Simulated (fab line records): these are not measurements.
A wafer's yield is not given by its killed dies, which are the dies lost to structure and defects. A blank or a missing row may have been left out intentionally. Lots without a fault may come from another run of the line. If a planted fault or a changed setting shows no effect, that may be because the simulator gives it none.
Chamber matching ; flow n5 finfet ; N5_BEOL_M3_ETCH_63 on rie diel-02 has 4 sister chambers
The step etches SiARC in CF4, target depth 15.6 nm, time 26 s. 8 wafers are shown with their chamber, then 8 later ones without.

WAFERS, EACH WITH ITS CHAMBER
wafer;chamber;drypump motor current A (A);showerhead plenum p Torr (Torr)
L075.2;1;6.4;2.13
L077.5;2;6.4;2.17
L085.3;2;6.4;2.17
L085.6;0;6.3;2.12
L096.1;1;6.4;2.12
L096.5;3;5.6;2.26
L096.6;0;6.3;2.11
L089.3;3;5.5;2.26

WAFERS WHOSE CHAMBER IS MISSING
wafer;drypump motor current A (A);showerhead plenum p Torr (Torr)
L089.4;6.4;2.16
L089.6;6.3;2.16
L093.3;6.4;2.16
L093.4;6.4;2.12
L093.6;6.4;2.16
L097.4;6.3;2.11
L097.5;6.4;2.12
L097.6;6.3;2.11

WHICH CHAMBER EACH WENT THROUGH
wafer;from the rows above;in truth
L089.4;2;2
L089.6;2;2
L093.3;2;2
L093.4;1;1
L093.6;2;2
L097.4;0;0
L097.5;1;1
L097.6;0;0
Correct placement for 8 of the 8. Not placeable from these rows: 0. Wrongly placed: 0.
How it was worked out, from the rows above alone: a wafer's distance from a chamber is the root of the sum, over the readings, of the square of ((its reading less the chamber's mean) divided by the reading's scatter). If the next closest chamber is less than 2 further off than the closest, the wafer can't be placed; otherwise it belongs to the closest. For every chamber, the mean is computed from those of its wafers that are shown. The scatter is the square root of a quotient: the sum, over the shown wafers, of each reading's squared deviation from its chamber's mean, divided by wafers minus chambers.
